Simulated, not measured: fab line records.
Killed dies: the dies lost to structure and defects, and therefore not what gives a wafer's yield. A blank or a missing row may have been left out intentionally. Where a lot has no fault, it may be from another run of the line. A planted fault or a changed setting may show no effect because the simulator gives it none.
Matching of chambers | flow n5_finfet | N5_MOL_CONTACT_COAG_CO_FILL_22 on cvd_co-02 has 3 sister chambers
The step material Co, precursor CCTBA/H2, target thk 20 nm. 5 wafers are shown with their chamber, then 7 later ones without.

WAFERS WITH THEIR CHAMBER
wafer  | chamber | heater_power_w (W)
L724.3 | 1       | 240
L731.2 | 2       | 246
L731.5 | 0       | 242
L736.1 | 0       | 248
L736.2 | 2       | 238

WAFERS WITH NO CHAMBER GIVEN
wafer  | heater_power_w (W)
L736.6 | 246
L744.1 | 237
L744.2 | 252
L744.5 | 251
L745.1 | 253
L745.4 | 242
L745.6 | 250

WHICH CHAMBER EACH WENT THROUGH
wafer  | from the rows above          | in truth
L736.6 | can't be placed: 0 or 2 or 1 | 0
L744.1 | can't be placed: 1 or 2 or 0 | 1
L744.2 | can't be placed: 0 or 2 or 1 | 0
L744.5 | can't be placed: 0 or 2 or 1 | 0
L745.1 | can't be placed: 0 or 2 or 1 | 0
L745.4 | can't be placed: 2 or 1 or 0 | 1
L745.6 | can't be placed: 0 or 2 or 1 | 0
0 of 7 placed correctly. These rows do not allow placing 7 (true chamber among the candidates in 7). Placed wrongly: 0.
How it was worked out, from the rows above alone: a wafer's distance from a chamber is the root of the sum, over the readings, of the square of ((its reading less the chamber's mean) divided by the reading's scatter). If the next closest chamber is less than 2 further off than the closest, the wafer can't be placed; otherwise it belongs to the closest. A chamber's mean is the mean of its shown wafers. How the scatter is found: for the shown wafers, subtract from each reading the mean of its chamber, square and add these, divide the total by (wafers less chambers), then take the root.
